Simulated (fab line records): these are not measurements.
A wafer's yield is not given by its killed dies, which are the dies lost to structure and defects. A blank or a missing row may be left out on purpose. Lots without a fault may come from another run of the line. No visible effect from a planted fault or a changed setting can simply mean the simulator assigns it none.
fab line records | flow n5_finfet | part 1 of 2: steps 1 to 21 of 28
record: lots: 5 | wafers: 15 | last_day: 18
route steps=1938 shown TV_LITHO@1882 TV_OPEN@1887 PAD_METAL@1893 PASSIVATION@1897
lots that met no fault: from a run of the same line without faults
start_h: the number of hours between the record's first day and the start of the first shown wafer of the lot | wait_h: hours from the lot's prior step to this one | " identical to the entry in the row above | L1.1+2: a row that stands for several wafers | - no value present, or no start provided | * or withheld: withheld | < > ~ a bound
route shown NAME@n: NAME is a module with steps in the file, n the number in the route of the first one | usual: mean and standard deviation over wafers with no fault | same: alike in all rows | chamber/n: place in a boat | sites: the reading at each site | _std_site: how widely they spread, as a standard deviation | _edge_site: outer sites' mean less inner sites' | radius_mm: how far each site lies from the wafer's centre | mask NAME#n: copy n | behind: the most recent tool/chamber to have shaped the wafer | hold: cause of the lot's hold/its duration in hours/its outcome | device: whichever transistor did not switch (one of n, p or np) | end of line: the tests these same wafers got at the end of their route | step lacking rows: just its recipe | killed: dies lost to structure and defects at the first sort, not the wafer's yield | map: a wafer's dies, marking killed ones x, the rest . and places with no die _
set.NAME: setting as actually run; set.NAME@STEP: the setting as run at that earlier step | model.NAME: the simulator's own value behind a step, which no gauge read
lots at some steps of the route; a table a step, a row a wafer
services: from which hour (start_h, from the record's first day; less than 0 if before it) a tool's chamber was out of use, for how many hours, and why
== steps ==
step: N5_PASSIVATION_HARDBAKE_11
recipe: temp_c: 130 | time_s: 120
lot.wafer  | tool           | chamber | start_h | wait_h
L078.2+4+5 | litho_track-05 | 0       | -       | -
L084.1+2+5 | litho_track-05 | 0       | -       | -
L089.1+4+6 | litho_track-04 | 0       | -       | -
L092.1+4+5 | litho_track-05 | 0       | -       | -
L094.1+2+4 | litho_track-04 | 0       | -       | -
step: N5_PASSIVATION_CD_MEAS_10
recipe: target_cd_nm: 3000 | landing_energy_ev: 500 | detector: se_inlens
usual: cd_nm: 2999.9/2.3
lot.wafer | tool      | chamber | start_h | wait_h | cd_nm
L078.2    | cd_sem-02 | 0       | 326.37  | -      | 2999.0
L078.4    | "         | 0       | "       | "      | 3003.9
L078.5    | "         | 0       | "       | "      | 3004.4
L084.1    | cd_sem-02 | 0       | 366.12  | -      | 2997.0
L084.2    | "         | 0       | "       | "      | 3000.2
L084.5    | "         | 0       | "       | "      | 2995.6
L089.1    | cd_sem-03 | 0       | 402.02  | -      | 3000.1
L089.4    | "         | 0       | "       | "      | 3000.6
L089.6    | "         | 0       | "       | "      | 2999.4
L092.1    | cd_sem-02 | 0       | 405.79  | -      | 3000.3
L092.4    | "         | 0       | "       | "      | 3002.0
L092.5    | "         | 0       | "       | "      | 3002.6
L094.1    | cd_sem-03 | 0       | 427.52  | -      | 3000.5
L094.2    | "         | 0       | "       | "      | 2998.1
L094.4    | "         | 0       | "       | "      | 2994.6
step: N5_PASSIVATION_OVL_MEAS_60
recipe: points_per_wafer: 44
usual: TV_OVL: -5/5.5
lot.wafer | tool       | chamber | start_h | wait_h | TV_OVL[nm]
L078.2    | overlay-02 | 0       | 326.40  | 0.0    | 4
L078.4    | "          | 0       | "       | "      | -2
L078.5    | "          | 0       | "       | "      | -5
L084.1    | overlay-01 | 0       | 366.15  | 0.0    | -4
L084.2    | "          | 0       | "       | "      | -3
L084.5    | "          | 0       | "       | "      | -9
L089.1    | overlay-02 | 0       | 402.05  | 0.0    | 0
L089.4    | "          | 0       | "       | "      | 1
L089.6    | "          | 0       | "       | "      | 8
L092.1    | overlay-01 | 0       | 405.82  | 0.0    | -6
L092.4    | "          | 0       | "       | "      | -13
L092.5    | "          | 0       | "       | "      | -1
L094.1    | overlay-01 | 0       | 427.55  | 0.0    | -12
L094.2    | "          | 0       | "       | "      | -13
L094.4    | "          | 0       | "       | "      | -9
step: N5_PASSIVATION_INSPECT_61
recipe: mode: adi | inspect_instrument: macro
usual: raw_defect_count: 2.1/1.4
lot.wafer | tool              | chamber | start_h | wait_h | raw_defect_count
L078.2    | defect_inspect-01 | -       | 326.42  | 0.0    | 2
L078.4    | "                 | -       | "       | "      | 1
L078.5    | "                 | -       | "       | "      | 5
L084.1    | defect_inspect-02 | -       | 366.17  | 0.0    | 1
L084.2    | "                 | -       | "       | "      | 2
L084.5    | "                 | -       | "       | "      | 3
L089.1    | defect_inspect-02 | -       | 402.08  | 0.0    | 3
L089.4    | "                 | -       | "       | "      | 5
L089.6    | "                 | -       | "       | "      | 2
L092.1    | defect_inspect-02 | -       | 405.84  | 0.0    | 2
L092.4    | "                 | -       | "       | "      | 2
L092.5    | "                 | -       | "       | "      | 3
L094.1    | defect_inspect-02 | -       | 427.57  | 0.0    | 7
L094.2    | "                 | -       | "       | "      | 3
L094.4    | "                 | -       | "       | "      | 3
step: N5_PASSIVATION_DESCUM_12
recipe: chemistry: O2 | time_s: 7.9 | source_power_w: 50 | bias_power_w: 20 | pressure_mtorr: 20 | rf_frequency_hz: 2.712e+07 | temp_c: 40 | o2_flow_sccm: 225
usual: chamber_pressure_mTorr: 20.000/0.019 | drypump_motor_current_A: 5.9/0.32 | o2_flow_sccm: 225.0/0.65 | oes_product_au: 0.81/0.083 | rf_fwd_power_W: 49.67/0.19 | rf_vpp_V: 243.5/1.3 | showerhead_plenum_p_Torr: 2.12/0.059 | temp_c: 39.99/0.11 | throttle_valve_pct: 20.44/0.22
lot.wafer | tool        | chamber | start_h | wait_h | chamber_pressure_mTorr | drypump_motor_current_A | o2_flow_sccm | oes_product_au | rf_fwd_power_W | rf_hours_counter_h | rf_vpp_V | showerhead_plenum_p_Torr | temp_c | throttle_valve_pct
L078.2    | rie_diel-02 | 1       | 326.48  | 0.1    | 20.013                 | 5.7                     | 225.2        | 0.85           | 49.43          | 48                 | 243.1    | 2.11                     | 39.97  | 20.14
L078.4    | "           | 0       | "       | "      | 19.991                 | 5.5                     | 224.8        | 0.72           | 49.57          | -                  | 244.0    | 2.15                     | 40.08  | 20.91
L078.5    | "           | 1       | "       | "      | 20.033                 | 5.7                     | 224.5        | 0.85           | 49.72          | -                  | 242.4    | 2.11                     | 40.00  | 20.16
L084.1    | rie_diel-02 | 3       | 366.20  | 0.0    | 19.981                 | 6.3                     | 224.5        | 0.83           | 49.58          | 83                 | 244.4    | 2.21                     | 39.99  | 20.48
L084.2    | "           | 0       | "       | "      | 19.984                 | 5.5                     | 225.2        | 0.72           | 49.44          | 218                | 245.1    | 2.15                     | 39.84  | 20.92
L084.5    | "           | 0       | "       | "      | 19.997                 | 5.5                     | 224.8        | 0.71           | 49.47          | -                  | 244.2    | 2.15                     | 39.99  | 20.93
L089.1    | rie_diel-01 | 2       | 402.57  | 0.5    | 19.987                 | 5.9                     | 225.9        | 0.89           | 49.34          | 70                 | 243.5    | 2.20                     | 40.07  | 20.35
L089.4    | "           | 0       | "       | "      | 19.996                 | 6.3                     | 224.9        | 0.78           | 49.60          | 125                | 242.4    | 2.09                     | 39.98  | 20.64
L089.6    | "           | 2       | "       | "      | 20.004                 | 5.8                     | 225.6        | 0.89           | 49.43          | -                  | 244.6    | 2.20                     | 39.95  | 20.34
L092.1    | rie_diel-05 | 2       | 405.88  | 0.0    | 19.999                 | 5.0                     | 225.1        | 0.68           | 49.59          | 244                | 239.9    | 1.98                     | 40.12  | 20.45
L092.4    | "           | 3       | "       | "      | 19.990                 | 5.8                     | 225.0        | 0.86           | 49.48          | 46                 | 243.2    | 2.13                     | 39.94  | 20.42
L092.5    | "           | 1       | "       | "      | 19.999                 | 6.0                     | 225.0        | 0.69           | 49.93          | -                  | 241.7    | 2.06                     | 39.90  | 20.48
L094.1    | rie_diel-02 | 3       | 427.61  | 0.0    | 19.992                 | 6.2                     | 223.6        | 0.81           | 49.46          | 101                | 244.5    | 2.21                     | 40.21  | 20.50
L094.2    | "           | 1       | "       | "      | 20.014                 | 5.7                     | 224.2        | 0.81           | 49.56          | 79                 | 242.8    | 2.10                     | 39.87  | 20.20
L094.4    | "           | 0       | "       | "      | 19.982                 | 5.5                     | 227.0        | 0.70           | 49.40          | 239                | 243.9    | 2.14                     | 40.03  | 20.95
step: N5_PASSIVATION_PASS_ETCH_74
recipe: chemistry: CF4/O2 | target: SiNx | target_depth_a: 2200 | time_s: 110 | ion_energy_ev: 100 | pressure_mtorr: 40 | source_w: 535 | bias_w: 49 | Ar_flow_sccm: 100 | cf4_flow_sccm: 100 | O2_flow_sccm: 10
usual: chamber_pressure_mTorr: 40.00/0.04 | drypump_motor_current_A: 5.9/0.32 | oes_product_au: 0.81/0.08 | rf_fwd_power_W: 532.5/1.6 | rf_vpp_V: 242/4.4 | showerhead_plenum_p_Torr: 2.23/0.054 | throttle_valve_pct: 16.02/0.23
lot.wafer | tool        | chamber | start_h | wait_h | chamber_pressure_mTorr | drypump_motor_current_A | oes_product_au | rf_fwd_power_W | rf_hours_counter_h | rf_vpp_V | showerhead_plenum_p_Torr | throttle_valve_pct
L078.2    | rie_diel-02 | 1       | 326.54  | 0.0    | 40.07                  | 5.7                     | 0.86           | 534.8          | 48                 | 243      | 2.25                     | 15.82
L078.4    | "           | 0       | "       | "      | 40.00                  | 5.4                     | 0.71           | 531.1          | -                  | 243      | 2.27                     | 16.48
L078.5    | "           | 1       | "       | "      | 40.01                  | 5.7                     | 0.85           | 531.0          | -                  | 243      | 2.25                     | 15.82
L084.1    | rie_diel-02 | 3       | 366.27  | 0.0    | 40.00                  | 6.2                     | 0.84           | 534.5          | 83                 | 237      | 2.31                     | 15.89
L084.2    | "           | 0       | "       | "      | 39.97                  | 5.5                     | 0.70           | 532.1          | 218                | 243      | 2.26                     | 16.49
L084.5    | "           | 0       | "       | "      | 40.08                  | 5.5                     | 0.70           | 532.5          | -                  | 243      | 2.26                     | 16.49
L089.1    | rie_diel-01 | 2       | 402.63  | 0.0    | 39.95                  | 5.9                     | 0.86           | 531.2          | 70                 | 241      | 2.31                     | 15.89
L089.4    | "           | 0       | "       | "      | 39.96                  | 6.3                     | 0.77           | 535.2          | 125                | 249      | 2.22                     | 16.34
L089.6    | "           | 2       | "       | "      | 39.99                  | 5.8                     | 0.87           | 533.3          | -                  | 241      | 2.31                     | 15.91
L092.1    | rie_diel-05 | 2       | 405.94  | 0.0    | 40.01                  | 5.0                     | 0.70           | 529.3          | 244                | 240      | 2.10                     | 16.06
L092.4    | "           | 3       | "       | "      | 39.91                  | 5.7                     | 0.86           | 534.0          | 46                 | 244      | 2.24                     | 15.91
L092.5    | "           | 1       | "       | "      | 39.98                  | 6.0                     | 0.72           | 534.7          | -                  | 249      | 2.18                     | 16.16
L094.1    | rie_diel-02 | 3       | 427.67  | 0.0    | 40.00                  | 6.2                     | 0.81           | 531.2          | 101                | 236      | 2.30                     | 15.92
L094.2    | "           | 1       | "       | "      | 39.97                  | 5.7                     | 0.81           | 532.0          | 79                 | 243      | 2.24                     | 15.90
L094.4    | "           | 0       | "       | "      | 40.02                  | 5.5                     | 0.68           | 534.9          | 239                | 242      | 2.26                     | 16.52
step: N5_PASSIVATION_VIA_ETCH_13
recipe: chemistry: CHF3/O2 | target: SiO2 | target_depth_a: 6600 | CHF3_flow_sccm: 50 | O2_flow_sccm: 5 | Ar_flow_sccm: 200 | time_s: 330 | mask_material: PR | pressure_mtorr: 30 | source_w: 650 | bias_w: 170 | ion_energy_ev: 200 | ends: cleared
usual: chamber_pressure_mTorr: 30.000/0.027 | drypump_motor_current_A: 5.9/0.32 | etch_rf_on_time_s: 237/5.2 | oes_product_au: 0.73/0.073 | rf_fwd_power_W: 647.7/2 | rf_vpp_V: 527/9.5 | showerhead_plenum_p_Torr: 2.44/0.059 | throttle_valve_pct: 18.91/0.23
lot.wafer | tool        | chamber | start_h | wait_h | chamber_pressure_mTorr | drypump_motor_current_A | etch_rf_on_time_s | oes_product_au | rf_fwd_power_W | rf_hours_counter_h | rf_vpp_V | showerhead_plenum_p_Torr | throttle_valve_pct
L078.2    | rie_diel-02 | 1       | 326.64  | 0.0    | 30.047                 | 5.7                     | 234               | 0.76           | 649.2          | 48                 | 529      | 2.46                     | 18.74
L078.4    | "           | 0       | "       | "      | 29.975                 | 5.5                     | 244               | 0.65           | 646.7          | -                  | 528      | 2.47                     | 19.33
L078.5    | "           | 1       | "       | "      | 29.981                 | 5.7                     | 241               | 0.77           | 648.3          | -                  | 531      | 2.46                     | 18.74
L084.1    | rie_diel-02 | 3       | 366.36  | 0.0    | 30.011                 | 6.3                     | 232               | 0.75           | 648.7          | 83                 | 514      | 2.52                     | 18.80
L084.2    | "           | 0       | "       | "      | 29.945                 | 5.5                     | 242               | 0.64           | 644.2          | 218                | 527      | 2.46                     | 19.35
L084.5    | "           | 0       | "       | "      | 30.016                 | 5.4                     | 245               | 0.64           | 646.7          | -                  | 528      | 2.46                     | 19.35
L089.1    | rie_diel-01 | 2       | 402.72  | 0.0    | 30.027                 | 5.9                     | 227               | 0.79           | 645.5          | 70                 | 526      | 2.52                     | 18.76
L089.4    | "           | 0       | "       | "      | 29.989                 | 6.3                     | 236               | 0.70           | 650.2          | 125                | 539      | 2.43                     | 19.23
L089.6    | "           | 2       | "       | "      | 29.990                 | 5.9                     | 235               | 0.78           | 647.6          | -                  | 527      | 2.52                     | 18.75
L092.1    | rie_diel-05 | 2       | 406.03  | 0.0    | 29.978                 | 5.0                     | 241               | 0.63           | 645.8          | 244                | 523      | 2.29                     | 18.98
L092.4    | "           | 3       | "       | "      | 29.993                 | 5.8                     | 236               | 0.77           | 646.6          | 47                 | 530      | 2.44                     | 18.85
L092.5    | "           | 1       | "       | "      | 29.981                 | 6.0                     | 247               | 0.63           | 647.6          | -                  | 538      | 2.38                     | 19.00
L094.1    | rie_diel-02 | 3       | 427.76  | 0.0    | 30.009                 | 6.3                     | 234               | 0.73           | 646.1          | 102                | 513      | 2.52                     | 18.83
L094.2    | "           | 1       | "       | "      | 29.946                 | 5.7                     | 232               | 0.73           | 646.1          | 79                 | 530      | 2.45                     | 18.80
L094.4    | "           | 0       | "       | "      | 29.987                 | 5.5                     | 241               | 0.62           | 650.5          | 239                | 529      | 2.46                     | 19.38
step: N5_PASSIVATION_STRIP_14
recipe: chemistry: O2 | power_w: 600 | temp_c: 60 | pressure_mtorr: 30 | rf_frequency_hz: 6e+07 | bias_power_w: 0 | overash_fraction: 0.5 | o2_flow_sccm: 225
usual: chamber_pressure_mTorr: 30.00/0.052 | drypump_motor_current_A: 5.9/0.32 | o2_flow_sccm: 225.0/0.66 | oes_product_au: 0.81/0.082 | rf_vpp_V: 3.6/0.87 | showerhead_plenum_p_Torr: 2.12/0.059 | temp_c: 59.99/0.12 | throttle_valve_pct: 16.67/0.23
lot.wafer | tool        | chamber | start_h | wait_h | chamber_pressure_mTorr | drypump_motor_current_A | o2_flow_sccm | oes_product_au | rf_hours_counter_h | rf_vpp_V | showerhead_plenum_p_Torr | temp_c | throttle_valve_pct
L078.2    | rie_diel-02 | 1       | 326.83  | 0.1    | 29.98                  | 5.7                     | 225.2        | 0.85           | 48                 | 4.8      | 2.11                     | 59.90  | 16.40
L078.4    | "           | 0       | "       | "      | 29.97                  | 5.5                     | 225.5        | 0.73           | -                  | 5.4      | 2.15                     | 60.03  | 17.13
L078.5    | "           | 1       | "       | "      | 29.98                  | 5.7                     | 224.4        | 0.85           | -                  | 3.8      | 2.11                     | 59.89  | 16.37
L084.1    | rie_diel-02 | 3       | 366.56  | 0.1    | 30.01                  | 6.3                     | 224.1        | 0.83           | 83                 | 3.2      | 2.22                     | 60.04  | 16.67
L084.2    | "           | 0       | "       | "      | 30.05                  | 5.5                     | 224.8        | 0.71           | 219                | 2.9      | 2.15                     | 60.19  | 17.15
L084.5    | "           | 0       | "       | "      | 29.94                  | 5.5                     | 225.2        | 0.72           | -                  | 5.2      | 2.15                     | 60.16  | 17.16
L089.1    | rie_diel-01 | 2       | 402.92  | 0.1    | 30.03                  | 5.9                     | 224.7        | 0.87           | 70                 | 5.3      | 2.21                     | 60.04  | 16.63
L089.4    | "           | 0       | "       | "      | 29.99                  | 6.3                     | 224.8        | 0.77           | 125                | 2.5      | 2.09                     | 60.16  | 16.92
L089.6    | "           | 2       | "       | "      | 29.98                  | 5.9                     | 224.3        | 0.88           | -                  | 2.8      | 2.21                     | 59.98  | 16.58
L092.1    | rie_diel-05 | 2       | 406.23  | 0.1    | 30.04                  | 5.0                     | 225.7        | 0.69           | 244                | 3.3      | 1.99                     | 60.08  | 16.74
L092.4    | "           | 3       | "       | "      | 30.00                  | 5.7                     | 226.0        | 0.86           | 47                 | 3.2      | 2.13                     | 59.84  | 16.61
L092.5    | "           | 1       | "       | "      | 29.95                  | 6.1                     | 226.1        | 0.70           | -                  | 4.1      | 2.06                     | 59.91  | 16.75
L094.1    | rie_diel-02 | 3       | 427.96  | 0.1    | 29.97                  | 6.3                     | 225.2        | 0.81           | 102                | 4.1      | 2.21                     | 59.98  | 16.70
L094.2    | "           | 1       | "       | "      | 29.93                  | 5.7                     | 225.5        | 0.81           | 79                 | 2.4      | 2.10                     | 60.04  | 16.44
L094.4    | "           | 0       | "       | "      | 29.98                  | 5.5                     | 225.7        | 0.68           | 239                | 3.9      | 2.14                     | 60.02  | 17.20
step: N5_PASSIVATION_ETCH_15
recipe: chemistry: CF4/N2 | target: SiCN | target_depth_a: 750 | taper_deg: 2 | time_s: 81.2 | ion_energy_ev: 150 | mask_material: SiNx | pressure_mtorr: 40 | source_w: 430 | bias_w: 70 | Ar_flow_sccm: 100 | cf4_flow_sccm: 60 | n2_flow_sccm: 60
usual: chamber_pressure_mTorr: 40.00/0.034 | drypump_motor_current_A: 5.9/0.32 | oes_product_au: 0.81/0.08 | rf_fwd_power_W: 427.8/1.5 | rf_vpp_V: 382.9/1.6 | showerhead_plenum_p_Torr: 2.23/0.055 | throttle_valve_pct: 15.46/0.24
lot.wafer | tool        | chamber | start_h | wait_h | chamber_pressure_mTorr | drypump_motor_current_A | oes_product_au | rf_fwd_power_W | rf_hours_counter_h | rf_vpp_V | showerhead_plenum_p_Torr | throttle_valve_pct
L078.2    | rie_diel-02 | 1       | -       | -      | 40.05                  | 5.7                     | 0.84           | 428.6          | 48                 | 384.8    | 2.25                     | 15.25
L078.4    | "           | 0       | "       | "      | 39.96                  | 5.4                     | 0.70           | 425.7          | -                  | 385.0    | 2.27                     | 15.94
L078.5    | "           | 1       | "       | "      | 39.99                  | 5.7                     | 0.85           | 429.6          | -                  | 382.4    | 2.25                     | 15.28
L084.1    | rie_diel-02 | 3       | -       | -      | 39.99                  | 6.2                     | 0.84           | 427.1          | 83                 | 385.4    | 2.31                     | 15.34
L084.2    | "           | 0       | "       | "      | 40.02                  | 5.5                     | 0.70           | 427.5          | 219                | 382.6    | 2.27                     | 15.95
L084.5    | "           | 0       | "       | "      | 40.05                  | 5.5                     | 0.70           | 426.8          | -                  | 383.1    | 2.27                     | 15.96
L089.1    | rie_diel-01 | 2       | -       | -      | 40.04                  | 5.9                     | 0.87           | 423.1          | 70                 | 385.5    | 2.31                     | 15.31
L089.4    | "           | 0       | "       | "      | 39.97                  | 6.3                     | 0.78           | 426.4          | 125                | 382.3    | 2.22                     | 15.79
L089.6    | "           | 2       | "       | "      | 40.01                  | 5.9                     | 0.87           | 426.0          | -                  | 385.8    | 2.31                     | 15.32
L092.1    | rie_diel-05 | 2       | -       | -      | 40.00                  | 5.0                     | 0.69           | 426.1          | 244                | 378.7    | 2.09                     | 15.49
L092.4    | "           | 3       | "       | "      | 39.98                  | 5.8                     | 0.86           | 422.8          | 47                 | 384.2    | 2.24                     | 15.36
L092.5    | "           | 1       | "       | "      | 40.03                  | 6.0                     | 0.70           | 430.5          | -                  | 381.2    | 2.18                     | 15.58
L094.1    | rie_diel-02 | 3       | -       | -      | 39.93                  | 6.3                     | 0.81           | 430.7          | 102                | 385.3    | 2.30                     | 15.39
L094.2    | "           | 1       | "       | "      | 39.95                  | 5.7                     | 0.81           | 427.7          | 79                 | 382.0    | 2.24                     | 15.33
L094.4    | "           | 0       | "       | "      | 39.97                  | 5.5                     | 0.67           | 429.0          | 239                | 384.8    | 2.26                     | 15.99
step: N5_PASSIVATION_STRIP_73
recipe: chemistry: post_etch_residue_remover | time_s: 60 | temp_c: 25 | remover_ph: withheld | remover_water_wt_pct: withheld | remover_fluoride_wt_pct: withheld
usual: temp_c: 24.99/0.11
lot.wafer | tool         | chamber | start_h | wait_h | temp_c
L078.2    | wet_bench-04 | 5       | 326.99  | -      | 24.91
L078.4    | "            | 0       | "       | "      | 25.05
L078.5    | "            | 7       | "       | "      | 24.99
L084.1    | wet_bench-06 | 2       | 366.72  | -      | 24.98
L084.2    | "            | 1       | "       | "      | 25.18
L084.5    | "            | 5       | "       | "      | 24.85
L089.1    | wet_bench-03 | 4       | 403.08  | -      | 24.94
L089.4    | "            | 3       | "       | "      | 24.80
L089.6    | "            | 5       | "       | "      | 25.00
L092.1    | wet_bench-06 | 2       | 406.39  | -      | 24.76
L092.4    | "            | 4       | "       | "      | 24.90
L092.5    | "            | 3       | "       | "      | 24.96
L094.1    | wet_bench-04 | 7       | 428.12  | -      | 25.03
L094.2    | "            | 5       | "       | "      | 24.90
L094.4    | "            | 2       | "       | "      | 25.16
step: N5_PASSIVATION_SRD_17
recipe: time_s: 30 | temp_c: 23 | rinse_liquid: diw | dry: n2_spin | spin_rpm: 1500 | dry_time_s: 30
usual: spin_rpm: 1500.1/0.74 | temp_c: 22.99/0.11
lot.wafer | tool         | chamber | start_h | wait_h | spin_rpm | temp_c
L078.2    | wet_bench-04 | 5       | 327.01  | 0.0    | 1499.4   | 23.00
L078.4    | "            | 0       | "       | "      | 1499.9   | 22.93
L078.5    | "            | 7       | "       | "      | 1499.5   | 23.03
L084.1    | wet_bench-06 | 2       | 366.74  | 0.0    | 1500.3   | 22.96
L084.2    | "            | 1       | "       | "      | 1499.9   | 22.96
L084.5    | "            | 5       | "       | "      | 1500.3   | 23.00
L089.1    | wet_bench-03 | 4       | 403.10  | 0.0    | 1499.0   | 22.89
L089.4    | "            | 3       | "       | "      | 1500.3   | 23.03
L089.6    | "            | 5       | "       | "      | 1501.1   | 22.91
L092.1    | wet_bench-06 | 2       | 406.41  | 0.0    | 1500.3   | 22.86
L092.4    | "            | 4       | "       | "      | 1499.4   | 23.08
L092.5    | "            | 3       | "       | "      | 1500.3   | 22.76
L094.1    | wet_bench-04 | 7       | 428.14  | 0.0    | 1500.5   | 23.01
L094.2    | "            | 5       | "       | "      | 1499.5   | 22.98
L094.4    | "            | 2       | "       | "      | 1500.2   | 23.06
step: N5_PASSIVATION_DEGAS_18
recipe: ambient: vacuum | temp_c: 300 | time_s: 60
usual: heater_power_w: 473/30
lot.wafer | tool           | chamber | start_h | wait_h | heater_power_w
L078.2    | pvd_sputter-01 | -       | 327.56  | 0.5    | 469
L078.4    | "              | -       | "       | "      | 466
L078.5    | "              | -       | "       | "      | 461
L084.1    | pvd_sputter-02 | -       | 366.95  | 0.2    | 462
L084.2    | "              | -       | "       | "      | 543
L084.5    | "              | -       | "       | "      | 457
L089.1    | pvd_sputter-03 | -       | 403.44  | 0.3    | 454
L089.4    | "              | -       | "       | "      | 525
L089.6    | "              | -       | "       | "      | 443
L092.1    | pvd_sputter-03 | -       | 406.52  | 0.1    | 448
L092.4    | "              | -       | "       | "      | 514
L092.5    | "              | -       | "       | "      | 531
L094.1    | pvd_sputter-01 | -       | 428.49  | 0.3    | 462
L094.2    | "              | -       | "       | "      | 488
L094.4    | "              | -       | "       | "      | 449
step: N5_PASSIVATION_PRE_CLEAN_19
recipe: gas: H2/He | time_s: * | temp_c: *
usual: heater_power_w: 473/30
lot.wafer | tool           | chamber | start_h | wait_h | heater_power_w
L078.2    | pvd_sputter-01 | -       | 327.60  | 0.0    | 459
L078.4    | "              | -       | "       | "      | 479
L078.5    | "              | -       | "       | "      | 448
L084.1    | pvd_sputter-02 | -       | 366.99  | 0.0    | 467
L084.2    | "              | -       | "       | "      | 532
L084.5    | "              | -       | "       | "      | 464
L089.1    | pvd_sputter-03 | -       | 403.48  | 0.0    | 448
L089.4    | "              | -       | "       | "      | 516
L089.6    | "              | -       | "       | "      | 457
L092.1    | pvd_sputter-03 | -       | 406.56  | 0.0    | 438
L092.4    | "              | -       | "       | "      | 518
L092.5    | "              | -       | "       | "      | 509
L094.1    | pvd_sputter-01 | -       | 428.53  | 0.0    | 470
L094.2    | "              | -       | "       | "      | 479
L094.4    | "              | -       | "       | "      | 458
step: N5_PASSIVATION_SPUTTER_20
recipe: material: TaN | target_thk_a: 500 | temp_c: 25 | chamber_pressure_pa: 0.4
usual: throttle_valve_pct: 30.0/1.2
lot.wafer | tool           | chamber | start_h | wait_h | throttle_valve_pct
L078.2    | pvd_sputter-01 | -       | 327.64  | 0.0    | 31.8
L078.4    | "              | -       | "       | "      | 31.5
L078.5    | "              | -       | "       | "      | 31.5
L084.1    | pvd_sputter-02 | -       | 367.03  | 0.0    | 28.4
L084.2    | "              | -       | "       | "      | 30.4
L084.5    | "              | -       | "       | "      | 28.0
L089.1    | pvd_sputter-03 | -       | 403.52  | 0.0    | 29.5
L089.4    | "              | -       | "       | "      | 28.1
L089.6    | "              | -       | "       | "      | 30.2
L092.1    | pvd_sputter-03 | -       | 406.60  | 0.0    | 29.2
L092.4    | "              | -       | "       | "      | 30.0
L092.5    | "              | -       | "       | "      | 30.3
L094.1    | pvd_sputter-01 | -       | 428.57  | 0.0    | 31.5
L094.2    | "              | -       | "       | "      | 31.6
L094.4    | "              | -       | "       | "      | 31.6
step: N5_PASSIVATION_AL_DEP_21
recipe: material: Al | target_thk_a: 28000 | temp_c: 400 | time_s: 170 | power_w: 30000 | chamber_pressure_pa: 0.4 | gas: Ar
usual: throttle_valve_pct: 30.0/1.2
lot.wafer | tool           | chamber | start_h | wait_h | throttle_valve_pct
L078.2    | pvd_sputter-01 | -       | 327.74  | 0.1    | 31.6
L078.4    | "              | -       | "       | "      | 31.8
L078.5    | "              | -       | "       | "      | 31.5
L084.1    | pvd_sputter-02 | -       | 367.13  | 0.1    | 28.4
L084.2    | "              | -       | "       | "      | 30.2
L084.5    | "              | -       | "       | "      | 28.4
L089.1    | pvd_sputter-03 | -       | 403.62  | 0.1    | 29.6
L089.4    | "              | -       | "       | "      | 28.1
L089.6    | "              | -       | "       | "      | 30.3
L092.1    | pvd_sputter-03 | -       | 406.70  | 0.1    | 29.5
L092.4    | "              | -       | "       | "      | 30.2
L092.5    | "              | -       | "       | "      | 30.0
L094.1    | pvd_sputter-01 | -       | 428.67  | 0.1    | 31.6
L094.2    | "              | -       | "       | "      | 31.6
L094.4    | "              | -       | "       | "      | 31.3
step: N5_PASSIVATION_HMDS_23
recipe: time_s: 60 | temp_c: 120
lot.wafer  | tool           | chamber | start_h | wait_h
L078.2+4+5 | litho_track-01 | 0       | 327.93  | 0.1
L084.1+2+5 | litho_track-03 | 0       | 367.31  | 0.1
L089.1+4+6 | litho_track-03 | 0       | 403.81  | 0.1
L092.1+4+5 | litho_track-05 | 0       | 406.89  | 0.1
L094.1+2+4 | litho_track-01 | 0       | 428.86  | 0.1
step: N5_PASSIVATION_COAT_24
recipe: spin_rpm: 3000 | resist_thk_nm: withheld
usual: dispense_pressure_kPa: 47/3.2
lot.wafer | tool           | chamber | start_h | wait_h | dispense_pressure_kPa
L078.2    | litho_track-01 | 0       | -       | -      | 45
L078.4    | "              | 0       | "       | "      | 45
L078.5    | "              | 0       | "       | "      | 45
L084.1    | litho_track-03 | 0       | -       | -      | 53
L084.2    | "              | 0       | "       | "      | 53
L084.5    | "              | 0       | "       | "      | 53
L089.1    | litho_track-03 | 0       | -       | -      | 53
L089.4    | "              | 0       | "       | "      | 53
L089.6    | "              | 0       | "       | "      | 53
L092.1    | litho_track-05 | 0       | -       | -      | 48
L092.4    | "              | 0       | "       | "      | 48
L092.5    | "              | 0       | "       | "      | 48
L094.1    | litho_track-01 | 0       | -       | -      | 45
L094.2    | "              | 0       | "       | "      | 45
L094.4    | "              | 0       | "       | "      | 45
step: N5_PASSIVATION_EBR_26
recipe: solvent: PGMEA | ebr_width_mm: 1.5
lot.wafer  | tool           | chamber | start_h | wait_h
L078.2+4+5 | litho_track-01 | 0       | -       | -
L084.1+2+5 | litho_track-03 | 0       | -       | -
L089.1+4+6 | litho_track-03 | 0       | -       | -
L092.1+4+5 | litho_track-05 | 0       | -       | -
L094.1+2+4 | litho_track-01 | 0       | -       | -
step: N5_PASSIVATION_SOFTBAKE_25
recipe: temp_c: 100 | time_s: 90
lot.wafer  | tool           | chamber | start_h | wait_h
L078.2+4+5 | litho_track-01 | 0       | -       | -
L084.1+2+5 | litho_track-03 | 0       | -       | -
L089.1+4+6 | litho_track-03 | 0       | -       | -
L092.1+4+5 | litho_track-05 | 0       | -       | -
L094.1+2+4 | litho_track-01 | 0       | -       | -
step: N5_PASSIVATION_EXPOSE_27
recipe: mask_id: PAD | na: 0.55 | source_shape: conventional | sigma_outer: 0.8 | polarization: unpolarized | defocus_nm: 0 | dose_mj: 32.3
lot.wafer  | tool           | chamber | start_h | wait_h | mask
L078.2+4+5 | krf_scanner-02 | 0       | 328.04  | -      | PAD#0
L084.1+2+5 | krf_scanner-02 | 0       | 367.42  | -      | PAD#0
L089.1+4+6 | krf_scanner-01 | 0       | 404.04  | -      | PAD#0
L092.1+4+5 | krf_scanner-02 | 0       | 407.12  | -      | PAD#0
L094.1+2+4 | krf_scanner-01 | 0       | 429.09  | -      | PAD#0
step: N5_PASSIVATION_PEB_28
recipe: peb_temp_c: withheld | peb_time_s: *
lot.wafer  | tool           | chamber | start_h | wait_h
L078.2+4+5 | litho_track-03 | 0       | 328.09  | 0.0
L084.1+2+5 | litho_track-05 | 0       | 367.48  | 0.1
L089.1+4+6 | litho_track-01 | 0       | 404.10  | 0.1
L092.1+4+5 | litho_track-03 | 0       | 407.18  | 0.1
L094.1+2+4 | litho_track-05 | 0       | 429.15  | 0.1
